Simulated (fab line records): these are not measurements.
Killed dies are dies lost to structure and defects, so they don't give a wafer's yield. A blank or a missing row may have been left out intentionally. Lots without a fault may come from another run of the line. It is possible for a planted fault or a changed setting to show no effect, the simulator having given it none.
Comparing a struck lot with a sound one + flow n5Finfet + 39 steps out of a route of 1938
Sound: the wafers L637.2, L637.3, L637.4. Struck: wafers L631.2, L631.5. The cause is given at the end.
Each step with rows lists, per side, the tool, then ch with its chambers, then its first start. Under that, the readings that differ: sound wafers + struck wafers + difference of the means + sigmas: that difference in standard deviations of wafers without a fault.
alike: readings whose means differ by less than 2 such deviations, and words and numbers that are the same on both sides. not compared: withheld readings, readings that some wafer has no value for, bounds like >300 that may hide the same value, and numbers for which the record gives no deviation and whose values overlap.
A row with sigmas, a row that says differs or no value, or rows on one side alone: a step with any of these is where the two part. Non-overlapping numbers with no deviation appear without sigmas and do not part them. A reading missing from all wafers of one side parts the sides only when that side holds two or more wafers.

first, 9 steps without rows for these wafers: N5_HKMG_FIN_SOFTBAKE_07 (time 60 s); N5_HKMG_FIN_EXPOSE_09 (exposes mask NWFM); N5_HKMG_FIN_PEB_10 (peb time 60 s); N5_HKMG_FIN_DEVELOP_11 (develop time 30 s); N5_HKMG_FIN_DESCUM_17 (chemistry O2, time 7.9 s); N5_HKMG_FIN_ETCH_31 (etches SiARC in CF4, target depth 45.5 nm, time 75.8 s); N5_HKMG_FIN_ETCH_32 (etches SOC in N2/H2, target depth 240 nm, time 300 s); N5_HKMG_FIN_STRIP_33 (strips in N2/H2); N5_HKMG_FIN_STRIP_34 (strips in CF4).
N5_HKMG_FIN_ETCH_35: etches SOC in N2/H2, target depth 215.8 nm, time 243.4 s.
  sound on rieDiel-02 ch 0,2,3, day 8 15:13; struck on rieDiel-05 ch 1,3, day 7 08:25
| reading                                  | sound             | struck      | difference | sigmas      |
|------------------------------------------|-------------------|-------------|------------|-------------|
| runLengthS (s)                           | 267.6 267.5 266.4 | 218.0 218.6 | -48.9      | -99 or more |
| model.HKMG_FIN.featureDepthNm (nm)       | 213.6 218.2 213.8 | 173.4 170   | -43.5      |             |
| model.etch.depthNm (nm)                  | 213.6 218.2 213.9 | 173.4 169.9 | -43.6      |             |
| model.SOC_of_HKMG_FIN_COAT_29.thkNm (nm) | 86.4 82 85        | 128.2 131   | +45.1      |             |
  alike: drypumpMotorCurrentA, oesProductAu, rfVppV, showerheadPlenumPTorr, throttleValvePct
  not compared: rfHoursCounterH
N5_HKMG_FIN_STRIP_92: strips SOC in N2/H2, time 20 s.
  sound on rieDiel-02 ch 0,2,3, day 8 15:22; struck on rieDiel-05 ch 1,3, day 7 08:33
| reading                                  | sound        | struck    | difference | sigmas |
|------------------------------------------|--------------|-----------|------------|--------|
| model.SOC_of_HKMG_FIN_COAT_29.thkNm (nm) | 76.4 71.6 75 | 118 120.8 | +45        |        |
  alike: drypumpMotorCurrentA, oesProductAu, rfVppV, showerheadPlenumPTorr, tempC, throttleValvePct
  not compared: rfHoursCounterH
then, 26 steps without rows for these wafers: N5_HKMG_FIN_WET_ETCH_18 (etches TiN in SC1, time 55 s, target depth 5.2 nm, rinse time 30 s); N5_HKMG_FIN_STRIP_19 (strips in N2/H2, time 360 s); N5_HKMG_FIN_ALD_91 (deposits TiN, target thk 1 nm, pulse time 1 s, purge time 3 s); N5_HKMG_FIN_COAT_85 (time 60 s, resist thk 300 nm); N5_HKMG_FIN_ETCH_86 (etches SOC in N2/H2, stops on TiN, target depth 393.2 nm); N5_HKMG_FIN_STRIP_89 (strips SOC in N2/H2, time 20 s); N5_HKMG_FIN_WET_ETCH_87 (etches TiN in SC1, time 154.2 s, target depth 4.7 nm, rinse time 30 s); N5_HKMG_FIN_STRIP_88 (strips in N2/H2, time 360 s); N5_HKMG_FIN_NWFM_ALD_20 (deposits TiAlC, target thk 2 nm, pulse time 3 s, purge time 2 s); N5_HKMG_FIN_ALD_71 (deposits TiN, target thk 1 nm, pulse time 1 s, purge time 3 s); N5_HKMG_FIN_COAT_66 (time 60 s, resist thk 300 nm); N5_HKMG_FIN_ETCH_67 (etches SOC in N2/H2, stops on TiN, target depth 388.9 nm); N5_HKMG_FIN_STRIP_90 (strips SOC in N2/H2, time 20 s); N5_HKMG_FIN_WET_ETCH_73 (etches the open film in SC1, time 42.3 s, target depth 1.3 nm, rinse time 30 s); N5_HKMG_FIN_ETCHBACK_68 (etches the open film in Cl2/Ar, stops on HfO2, target depth 0.5 nm); N5_HKMG_FIN_STRIP_69 (strips in N2/H2, time 360 s); N5_HKMG_FIN_ALD_21 (deposits TiN, target thk 1.5 nm, pulse time 1 s, purge time 3 s); N5_HKMG_FIN_ALD_72 (deposits W, target thk 2 nm, pulse time 1 s, purge time 2 s); N5_HKMG_FIN_W_FILL_22 (material W, target thk 60 nm, time 18.2 s); N5_HKMG_FIN_PRECLEAN_83 (cleans in DIW, time 57.5 s); N5_HKMG_FIN_SRD_84 (dry time 32 s); N5_HKMG_FIN_CMP_23 (polishes, stops on SiNx, t overpolish 10 s, target thk 46.326 nm); N5_HKMG_FIN_CMP_94 (polishes, stops on SiNx, t overpolish 4.7 s, target thk 43.299 nm); N5_GATE_CUT_ETCHBACK_00 (etches W in SF6/Cl2); N5_GATE_CUT_ETCH_56 (etches TiN in Cl2/Ar, target depth 21.6 nm); N5_GATE_CUT_ETCHBACK_30 (etches TiN in Cl2/Ar, target depth 3 nm).
-- the record jumps here: 4 days lie between the struck wafers' starts before and after (it left off in module GATE_CUT and takes up again in module BEOL_M4, whose first step shown is number 1111 of the route) --
N5_BEOL_M4_RC_MEAS_101:
  sound on prober-02 ch 0, day 13 18:15; struck on prober-01 ch 0, day 11 17:28
| reading       | sound       | struck  | difference | sigmas |
|---------------|-------------|---------|------------|--------|
| ION_N (uA/um) | 679 675 671 | 628 639 | -42        | -5     |
  alike: DIBL_N, DIBL_P, IOFF_N, IOFF_P, ION_P, SS_N, SS_P, VT_N, VT_P
-- a jump in the record: the struck wafers' starts before and after are 4 days apart (it breaks off in module BEOL_M4 and resumes in module PASSIVATION, where the first step shown is number 1936 of the route) --
N5_PASSIVATION_PROBE_49:
  sound on prober-01, day 18 08:49; struck on prober-01, day 16 03:29
  alike: defectLimitedYield, killed_at_M0_to_M3, killed_at_M4_up, killedAtContacts, killedAtFrontEnd, killedAtOther, killedDies, killedOpen, killedShort, sort_bin_5_function, sort_bin_6_memory, sortNPass, sortYieldPct
  not compared: sort_bin_8_speed

## WHERE THEY PART
At N5_HKMG_FIN_ETCH_35 first; at N5_BEOL_M4_RC_MEAS_101 last (within this record only). Later steps at which nothing parts them and some readings are alike: N5_PASSIVATION_PROBE_49.

WHY: what the simulator had put in
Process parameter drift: rieDiel-05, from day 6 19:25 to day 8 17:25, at N5_HKMG_FIN_ETCH_35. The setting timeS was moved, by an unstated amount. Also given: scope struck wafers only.
